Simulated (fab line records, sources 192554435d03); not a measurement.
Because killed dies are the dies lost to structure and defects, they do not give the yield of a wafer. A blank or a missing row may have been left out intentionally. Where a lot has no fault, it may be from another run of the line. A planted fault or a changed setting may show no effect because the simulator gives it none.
What tool caused it?    flow n5 finfet    7 lots, 21 wafers sampled, at 1 step of a route of 1938

== WHAT THE GAUGES READ, wafer by wafer ==
N5_HKMG_FIN_OVL_MEAS_50.
lot   measured     on          NDIPOLE_OVL (nm)
L227  day 4 17:24  overlay-02  -0.4 -0.2 0.2
L230  day 5 13:06  overlay-01  1.5 0.2 -0.3
L232  day 6 00:19  overlay-01  -1.3 -1.0 -0.7
L234  day 6 17:27  overlay-02  0.6 0.4 0.0
L239  day 7 20:43  overlay-01  -0.3 -0.9 0.1
L245  day 9 07:11  overlay-02  -0.2 -1.4 -1.1
L247  day 9 18:37  overlay-02  -0.8 1.1 -0.5

== TOOL THAT RAN EACH LOT (tool first, then ch and the chambers of the sampled wafers, then the start) ==
Record: no process step prior to these readings.

== THE ANSWER, worked out from the rows above alone ==
Rule: the usual values come from the lots themselves. Put in order of their means at a reading, lots are off if they are a third of the lots or fewer, leave a main group of 4 or more, and stand apart from it by a gap of 3 or more times the standard deviation of the main group's means; of several such gaps the widest counts. A main group whose means are all the same, to the digits that the tables above print for the reading, isn't used. A lot without any number at a reading at which 4 lots or more have one is off too. Any other lot the step has rows for is counted as sound.
None of the lots is off at any reading shown; this tells nothing.

== WHAT THE SIMULATOR HAD PUT IN ==
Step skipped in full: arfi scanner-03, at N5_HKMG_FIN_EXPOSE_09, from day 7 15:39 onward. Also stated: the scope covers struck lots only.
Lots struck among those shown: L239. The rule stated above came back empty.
